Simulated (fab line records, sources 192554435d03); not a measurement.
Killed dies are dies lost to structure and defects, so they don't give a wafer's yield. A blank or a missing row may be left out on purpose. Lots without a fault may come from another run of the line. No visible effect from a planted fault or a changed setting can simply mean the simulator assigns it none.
fab line records + flow n5_finfet
record:
- lots: 10
- wafers: 28
- last_day: 18
route steps=1938 shown BEOL_M1@765 BEOL_M4@1111
lots untouched by any fault: they come from a run of this same line in which no faults occurred
start_h: hours from the record's first day to the start of the lot's first wafer shown + wait_h: time in hours since the lot's previous step + " repeats the value in the row above + L1.1+2: a single row standing in for several wafers + - value missing, or start not given + * or withheld: withheld + < > ~ a bound
route shown NAME@n: NAME is a module with steps in the file, n the number in the route of the first one + usual: mean and standard deviation over wafers with no fault + same: alike in all rows + chamber/n: place in a boat + sites: the reading at each site + _std_site: the values' standard deviation + _edge_site: inner sites' mean taken away from outer sites' mean + radius_mm: how far each site lies from the wafer's centre + mask NAME#n: copy n + behind: the last tool/chamber to shape the wafer + hold: the reason the lot was held/the length of the hold in hours/how it ended + device: transistor that didn't switch, given as n, p or np + end of line: at the end of the route, the tests of the same wafers + for a step that has no rows: nothing shown but its recipe + killed: not the wafer's yield, but the dies lost to structure and defects at the first sort + map: the dies of a wafer, with x for killed, . for not killed, _ for no die there
set.NAME: the setting as run; set.NAME@STEP: as run at that earlier step + model.NAME: the simulator's own value behind a step, which no gauge read
one table for each step of the route and one row for each wafer, over a sample of lots
services: when a tool's chamber went out of use (start_h, in hours from the record's first day, below 0 if earlier), for how many hours, and the reason
== steps ==
step: N5_BEOL_M1_OVL_MEAS_12
recipe:
- points_per_wafer: 522
usual:
- M1_OVL: 0.0/0.67
| lot.wafer | tool       | chamber | start_h | wait_h | M1_OVL[nm] |
|-----------|------------|---------|---------|--------|------------|
| L628.2    | overlay-02 | 0       | 131.19  | 0.0    | -0.2       |
| L628.5    | "          | 0       | "       | "      | 0.0        |
| L628.6    | "          | 0       | "       | "      | -0.2       |
| L630.1    | overlay-01 | 0       | 141.81  | 0.0    | 1.3        |
| L630.4    | "          | 0       | "       | "      | 0.6        |
| L630.5    | "          | 0       | "       | "      | 0.4        |
| L631.1    | overlay-01 | 0       | 142.31  | 0.0    | -0.9       |
| L631.2    | "          | 0       | "       | "      | -0.4       |
| L631.5    | "          | 0       | "       | "      | -0.7       |
| L634.4    | overlay-02 | 0       | 186.26  | 0.0    | -0.3       |
| L634.5    | "          | 0       | "       | "      | -0.5       |
| L634.6    | "          | 0       | "       | "      | -0.7       |
| L636.1    | overlay-02 | 0       | 190.61  | 0.0    | -0.7       |
| L636.4    | "          | 0       | "       | "      | -0.3       |
| L636.5    | "          | 0       | "       | "      | -0.2       |
| L639.1    | overlay-02 | 0       | 197.69  | 0.0    | 0.0        |
| L639.2    | "          | 0       | "       | "      | -0.3       |
| L639.4    | "          | 0       | "       | "      | -0.6       |
| L637.2    | overlay-01 | 0       | 198.32  | 0.0    | 0.1        |
| L637.5    | "          | 0       | "       | "      | 1.0        |
| L637.6    | "          | 0       | "       | "      | 0.6        |
| L648.4    | overlay-02 | 0       | 247.85  | 0.0    | 0.8        |
| L648.6    | "          | 0       | "       | "      | 0.3        |
| L650.4    | overlay-02 | 0       | 273.48  | 0.0    | 0.1        |
| L650.5    | "          | 0       | "       | "      | -0.5       |
| L651.3    | overlay-01 | 0       | 285.12  | 0.0    | 1.7        |
| L651.4    | "          | 0       | "       | "      | 0.8        |
| L651.5    | "          | 0       | "       | "      | 0.6        |
step: N5_BEOL_M1_ETCH_74
recipe:
- chemistry: N2/H2
- target: underlayer
- target_depth_a: 65
- mask_material: CAR-EUV
- time_s: 5.2
- ion_energy_ev: 200
- pressure_mtorr: 30
- source_w: 840
- bias_w: 150
- n2_flow_sccm: 200
- h2_flow_sccm: 200
- ends: cleared
usual:
- drypump_motor_current_A: 5.6/0.4
- etch_rf_on_time_s: 5.23/0.12
- oes_product_au: 0.69/0.072
- rf_vpp_V: 524/3.2
- showerhead_plenum_p_Torr: 2.57/0.11
- throttle_valve_pct: 17.89/0.27
| lot.wafer | tool        | chamber | start_h | wait_h | drypump_motor_current_A | etch_rf_on_time_s | oes_product_au | rf_hours_counter_h | rf_vpp_V | showerhead_plenum_p_Torr | throttle_valve_pct |
|-----------|-------------|---------|---------|--------|-------------------------|-------------------|----------------|--------------------|----------|--------------------------|--------------------|
| L628.2    | rie_diel-06 | 2       | 131.31  | 0.0    | 5.8                     | 5.17              | 0.58           | 246                | 523      | 2.60                     | 17.99              |
| L628.5    | "           | 1       | "       | "      | 5.0                     | 5.07              | 0.84           | -                  | 528      | 2.71                     | 17.22              |
| L628.6    | "           | 2       | "       | "      | 5.8                     | 5.18              | 0.59           | -                  | 523      | 2.60                     | 18.00              |
| L630.1    | rie_diel-05 | 1       | 142.04  | 0.0    | 5.5                     | 5.40              | 0.65           | 122                | 522      | 2.47                     | 18.06              |
| L630.4    | "           | 3       | "       | "      | 5.2                     | 5.31              | 0.61           | 205                | 520      | 2.41                     | 17.99              |
| L630.5    | "           | 0       | "       | "      | 5.9                     | 5.19              | 0.78           | -                  | 522      | 2.50                     | 17.70              |
| L631.1    | rie_diel-06 | 0       | 142.45  | 0.0    | 5.9                     | 5.14              | 0.80           | 10                 | 529      | 2.73                     | 18.07              |
| L631.2    | "           | 3       | "       | "      | 5.6                     | 5.32              | 0.74           | 48                 | 529      | 2.70                     | 17.71              |
| L631.5    | "           | 3       | "       | "      | 5.5                     | 5.34              | 0.73           | -                  | 528      | 2.70                     | 17.70              |
| L634.4    | rie_diel-05 | 0       | 186.36  | 0.0    | 5.8                     | 5.20              | 0.76           | 35                 | 523      | 2.50                     | 17.74              |
| L634.5    | "           | 3       | "       | "      | 5.2                     | 5.23              | 0.61           | -                  | 520      | 2.40                     | 17.98              |
| L634.6    | "           | 2       | "       | "      | 4.9                     | 5.37              | 0.64           | -                  | 525      | 2.58                     | 18.17              |
| L636.1    | rie_diel-05 | 3       | 191.20  | 0.0    | 5.2                     | 5.20              | 0.62           | 219                | 520      | 2.40                     | 17.98              |
| L636.4    | "           | 1       | "       | "      | 5.5                     | 5.30              | 0.64           | 137                | 523      | 2.46                     | 18.09              |
| L636.5    | "           | 2       | "       | "      | 4.9                     | 5.33              | 0.64           | -                  | 524      | 2.58                     | 18.20              |
| L639.1    | rie_diel-04 | 1       | 197.82  | 0.0    | 6.0                     | 5.16              | 0.61           | 217                | 528      | 2.62                     | 17.78              |
| L639.2    | "           | 3       | "       | "      | 5.9                     | 5.09              | 0.61           | 188                | 524      | 2.62                     | 18.10              |
| L639.4    | "           | 0       | "       | "      | 6.4                     | 5.20              | 0.71           | 49                 | 526      | 2.57                     | 17.98              |
| L637.2    | rie_diel-05 | 1       | 198.46  | 0.0    | 5.5                     | 5.44              | 0.65           | 140                | 522      | 2.46                     | 18.05              |
| L637.5    | "           | 1       | "       | "      | 5.5                     | 5.45              | 0.64           | -                  | 522      | 2.46                     | 18.06              |
| L637.6    | "           | 0       | "       | "      | 5.8                     | 5.32              | 0.75           | -                  | 523      | 2.49                     | 17.71              |
| L648.4    | rie_diel-04 | 0       | 247.95  | 0.0    | 6.2                     | 5.24              | 0.70           | 63                 | 525      | 2.56                     | 18.02              |
| L648.6    | "           | 3       | "       | "      | 5.9                     | 5.06              | 0.61           | -                  | 528      | 2.61                     | 18.15              |
| L650.4    | rie_diel-04 | 0       | 273.59  | 0.0    | 6.3                     | 5.20              | 0.70           | 69                 | 527      | 2.56                     | 18.04              |
| L650.5    | "           | 3       | "       | "      | 5.8                     | 5.12              | 0.60           | -                  | 525      | 2.61                     | 18.12              |
| L651.3    | rie_diel-05 | 3       | 285.24  | 0.0    | 5.1                     | 5.31              | 0.59           | 245                | 520      | 2.39                     | 18.04              |
| L651.4    | "           | 2       | "       | "      | 4.9                     | 5.41              | 0.63           | 137                | 526      | 2.57                     | 18.21              |
| L651.5    | "           | 1       | "       | "      | 5.5                     | 5.38              | 0.63           | -                  | 523      | 2.45                     | 18.10              |
step: N5_BEOL_M1_CD_MEAS_18
recipe:
- pitch_nm: 36
- target_cd_nm: 18
usual:
- cd_nm: 18.0/0.34
| lot.wafer | tool      | chamber | start_h | wait_h | cd_nm |
|-----------|-----------|---------|---------|--------|-------|
| L628.2    | cd_sem-01 | -       | 131.74  | 0.1    | 17.6  |
| L628.5    | "         | -       | "       | "      | 17.7  |
| L628.6    | "         | -       | "       | "      | 18.3  |
| L630.1    | cd_sem-03 | -       | 142.45  | 0.0    | 17.6  |
| L630.4    | "         | -       | "       | "      | 18.5  |
| L630.5    | "         | -       | "       | "      | 18.3  |
| L631.1    | cd_sem-01 | -       | 143.05  | 0.0    | 18.3  |
| L631.2    | "         | -       | "       | "      | 18.0  |
| L631.5    | "         | -       | "       | "      | 18.1  |
| L634.4    | cd_sem-01 | -       | 186.77  | 0.1    | 17.6  |
| L634.5    | "         | -       | "       | "      | 17.8  |
| L634.6    | "         | -       | "       | "      | 17.9  |
| L636.1    | cd_sem-03 | -       | 191.69  | 0.0    | 17.6  |
| L636.4    | "         | -       | "       | "      | 18.0  |
| L636.5    | "         | -       | "       | "      | 18.3  |
| L639.1    | cd_sem-03 | -       | 198.31  | 0.0    | 17.6  |
| L639.2    | "         | -       | "       | "      | 18.2  |
| L639.4    | "         | -       | "       | "      | 17.9  |
| L637.2    | cd_sem-01 | -       | 198.86  | 0.1    | 17.8  |
| L637.5    | "         | -       | "       | "      | 17.5  |
| L637.6    | "         | -       | "       | "      | 17.5  |
| L648.4    | cd_sem-01 | -       | 248.42  | 0.1    | 18.2  |
| L648.6    | "         | -       | "       | "      | 18.4  |
| L650.4    | cd_sem-03 | -       | 273.99  | 0.1    | 17.6  |
| L650.5    | "         | -       | "       | "      | 18.2  |
| L651.3    | cd_sem-02 | -       | 285.75  | 0.1    | 17.7  |
| L651.4    | "         | -       | "       | "      | 17.4  |
| L651.5    | "         | -       | "       | "      | 17.3  |
step: N5_BEOL_M1_COAT_76
recipe:
- resist: underlayer
- temp_c: 205
- time_s: 60
- spin_rpm: 1500
- resist_thk_nm: 5
usual:
- run_length_s: 66.05/0.16
| lot.wafer | tool           | chamber | start_h | wait_h | run_length_s |
|-----------|----------------|---------|---------|--------|--------------|
| L628.2    | litho_track-01 | 0       | 131.78  | -      | 66.18        |
| L628.5    | "              | 0       | "       | "      | 66.01        |
| L628.6    | "              | 0       | "       | "      | 66.21        |
| L630.1    | litho_track-01 | 0       | 142.49  | -      | 66.07        |
| L630.4    | "              | 0       | "       | "      | 66.34        |
| L630.5    | "              | 0       | "       | "      | 66.01        |
| L631.1    | litho_track-05 | 0       | 143.09  | -      | 66.02        |
| L631.2    | "              | 0       | "       | "      | 66.08        |
| L631.5    | "              | 0       | "       | "      | 66.03        |
| L634.4    | litho_track-01 | 0       | 186.81  | -      | 65.99        |
| L634.5    | "              | 0       | "       | "      | 66.07        |
| L634.6    | "              | 0       | "       | "      | 65.99        |
| L636.1    | litho_track-04 | 0       | 191.73  | -      | 65.84        |
| L636.4    | "              | 0       | "       | "      | 65.81        |
| L636.5    | "              | 0       | "       | "      | 65.93        |
| L639.1    | litho_track-01 | 0       | 198.35  | -      | 66.02        |
| L639.2    | "              | 0       | "       | "      | 66.02        |
| L639.4    | "              | 0       | "       | "      | 66.38        |
| L637.2    | litho_track-01 | 0       | 198.90  | -      | 66.08        |
| L637.5    | "              | 0       | "       | "      | 65.99        |
| L637.6    | "              | 0       | "       | "      | 66.13        |
| L648.4    | litho_track-01 | 0       | 248.45  | -      | 69.55        |
| L648.6    | "              | 0       | "       | "      | 66.16        |
| L650.4    | litho_track-01 | 0       | 274.03  | -      | 69.67        |
| L650.5    | "              | 0       | "       | "      | 66.36        |
| L651.3    | litho_track-01 | 0       | 285.79  | -      | 69.70        |
| L651.4    | "              | 0       | "       | "      | 69.59        |
| L651.5    | "              | 0       | "       | "      | 66.13        |
step: N5_BEOL_M4_RC_MEAS_101
usual:
- DIBL_N: 36.2/1.5
- DIBL_P: 36.4/2.1
- IOFF_N: 0.16/0.031
- IOFF_P: 0.21/0.037
- ION_N: 679/11
- ION_P: 465/7.7
- SS_N: 71.4/0.55
- SS_P: 73.2/0.63
- VT_N: 249/3.3
- VT_P: -250/3.4
| lot.wafer | tool      | chamber | start_h | wait_h | DIBL_N[mV/V] | DIBL_P[mV/V] | IOFF_N[nA/um] | IOFF_P[nA/um] | ION_N[uA/um] | ION_P[uA/um] | SS_N[mV/dec] | SS_P[mV/dec] | VT_N[mV] | VT_P[mV] |
|-----------|-----------|---------|---------|--------|--------------|--------------|---------------|---------------|--------------|--------------|--------------|--------------|----------|----------|
| L628.2    | prober-02 | 0       | 171.19  | 0.2    | 36.6         | 38.2         | 0.15          | 0.21          | 675          | 463          | 72.2         | 74.0         | 249      | -253     |
| L628.5    | "         | 0       | "       | "      | 37.2         | 38.7         | 0.17          | 0.21          | 677          | 462          | 71.7         | 73.7         | 247      | -252     |
| L628.6    | "         | 0       | "       | "      | 39.9         | 40.6         | 0.22          | 0.24          | 694          | 465          | 72.0         | 74.3         | 244      | -250     |
| L630.1    | prober-01 | 0       | 176.20  | 0.0    | 34.9         | 32.6         | 0.12          | 0.14          | 657          | 449          | 71.3         | 72.2         | 255      | -257     |
| L630.4    | "         | 0       | "       | "      | 33.9         | 32.0         | 0.12          | 0.14          | 679          | 461          | 71.2         | 71.5         | 252      | -254     |
| L630.5    | "         | 0       | "       | "      | 35.2         | 33.4         | 0.12          | 0.16          | 667          | 458          | 72.2         | 72.7         | 252      | -254     |
| L631.1    | prober-02 | 0       | 183.93  | 0.0    | 35.4         | 37.8         | 0.16          | 0.21          | 684          | 464          | 71.1         | 73.1         | 250      | -249     |
| L631.2    | "         | 0       | "       | "      | 35.4         | 38.0         | 0.16          | 0.22          | 673          | 463          | 71.4         | 74.1         | 252      | -249     |
| L631.5    | "         | 0       | "       | "      | 35.0         | 38.6         | 0.16          | 0.22          | 680          | 469          | 71.7         | 72.9         | 246      | -248     |
| L634.4    | prober-01 | 0       | 224.24  | 0.5    | 38.4         | 37.2         | 0.20          | 0.26          | 697          | 470          | 71.9         | 73.5         | 246      | -244     |
| L634.5    | "         | 0       | "       | "      | 35.3         | 34.7         | 0.15          | 0.22          | 689          | 473          | 71.2         | 73.2         | 249      | -248     |
| L634.6    | "         | 0       | "       | "      | 35.4         | 34.4         | 0.15          | 0.21          | 678          | 468          | 72.0         | 72.7         | 250      | -249     |
| L636.1    | prober-01 | 0       | 225.21  | 0.0    | 36.1         | 35.9         | 0.14          | 0.20          | 680          | 464          | 71.7         | 72.7         | 251      | -251     |
| L636.4    | "         | 0       | "       | "      | 34.5         | 33.3         | 0.12          | 0.17          | 670          | 462          | 70.9         | 72.8         | 253      | -254     |
| L636.5    | "         | 0       | "       | "      | 35.3         | 34.8         | 0.13          | 0.19          | 670          | 464          | 72.1         | 73.1         | 254      | -253     |
| L639.1    | prober-02 | 0       | 236.01  | 0.0    | 32.9         | 34.8         | 0.12          | 0.17          | 679          | 470          | 70.5         | 72.2         | 253      | -253     |
| L639.2    | "         | 0       | "       | "      | 34.6         | 36.6         | 0.14          | 0.19          | 674          | 462          | 70.4         | 72.8         | 253      | -251     |
| L639.4    | "         | 0       | "       | "      | 35.7         | 38.1         | 0.16          | 0.21          | 683          | 466          | 71.0         | 73.8         | 252      | -252     |
| L637.2    | prober-01 | 0       | 240.55  | 0.2    | 37.2         | 35.5         | 0.14          | 0.16          | 685          | 457          | 71.5         | 72.6         | 251      | -257     |
| L637.5    | "         | 0       | "       | "      | 35.9         | 34.6         | 0.13          | 0.15          | 672          | 448          | 70.8         | 72.3         | 253      | -257     |
| L637.6    | "         | 0       | "       | "      | 39.3         | 39.4         | 0.20          | 0.22          | 696          | 471          | 72.7         | 73.3         | 247      | -256     |
| L648.4    | prober-01 | 0       | 285.59  | 0.5    | 36.5         | 35.7         | 0.16          | 0.23          | 668          | 464          | 71.0         | 73.4         | 252      | -249     |
| L648.6    | "         | 0       | "       | "      | 35.4         | 33.6         | 0.14          | 0.20          | 669          | 465          | 71.5         | 72.4         | 253      | -250     |
| L650.4    | prober-01 | 0       | 315.91  | 0.5    | 35.9         | 36.3         | 0.15          | 0.20          | 660          | 453          | 71.2         | 73.0         | 252      | -250     |
| L650.5    | "         | 0       | "       | "      | 34.6         | 34.2         | 0.13          | 0.17          | 675          | 457          | 71.2         | 72.9         | 250      | -249     |
| L651.3    | prober-02 | 0       | 316.51  | 0.5    | 35.0         | 35.3         | 0.16          | 0.21          | 693          | 463          | 70.4         | 73.5         | 248      | -250     |
| L651.4    | "         | 0       | "       | "      | 36.9         | 36.5         | 0.17          | 0.21          | 682          | 467          | 72.3         | 74.0         | 251      | -249     |
| L651.5    | "         | 0       | "       | "      | 37.2         | 36.8         | 0.19          | 0.22          | 680          | 465          | 71.8         | 74.4         | 248      | -250     |
== services ==
| tool        | chamber | start_h | hours | kind                          |
|-------------|---------|---------|-------|-------------------------------|
| rie_diel-06 | 1       | 113.51  | -     | clean                         |
| rie_diel-06 | 1       | 113.51  | -     | consumable_replace:focus_ring |
| rie_diel-06 | 1       | 113.51  | -     | consumable_replace:showerhead |
| rie_diel-06 | 1       | 113.51  | 17.6  | scheduled_down                |
| rie_diel-06 | 1       | 113.51  | 17.6  | vent_cycle                    |
| rie_diel-06 | 2       | 142.38  | -     | clean                         |
| rie_diel-06 | 2       | 142.38  | -     | consumable_replace:focus_ring |
| rie_diel-06 | 2       | 142.38  | 12.8  | scheduled_down                |
| rie_diel-06 | 2       | 142.38  | 12.8  | vent_cycle                    |
| rie_diel-06 | 1       | 231.72  | 4.9   | repair                        |
| rie_diel-06 | 0       | 280.96  | 8.9   | repair                        |
== key ==
first_sign:
- step: N5_BEOL_M1_COAT_76
- reading: run_length_s
- direction: up
- sigmas: 23
- usual: *
- struck: *
effect none on later readings
met_at N5_BEOL_M1_COAT_76
struck_lots L648,L650,L651
struck_wafers L648.4,L650.4,L651.3,L651.4
not_acting_at N5_BEOL_M1_OVL_MEAS_12,N5_BEOL_M1_ETCH_74,N5_BEOL_M1_CD_MEAS_18
onset_between 198.90 248.45
fault:
- kind: process_parameter_drift
- tool: litho_track-01
- chamber: -
- onset_h: 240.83
- steps: N5_BEOL_M1_COAT_76
- channel: time_s
- offset: *
- shape: step
- end_h: 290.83
- scope: struck_wafers_only
- acts_in: *
- stated: *
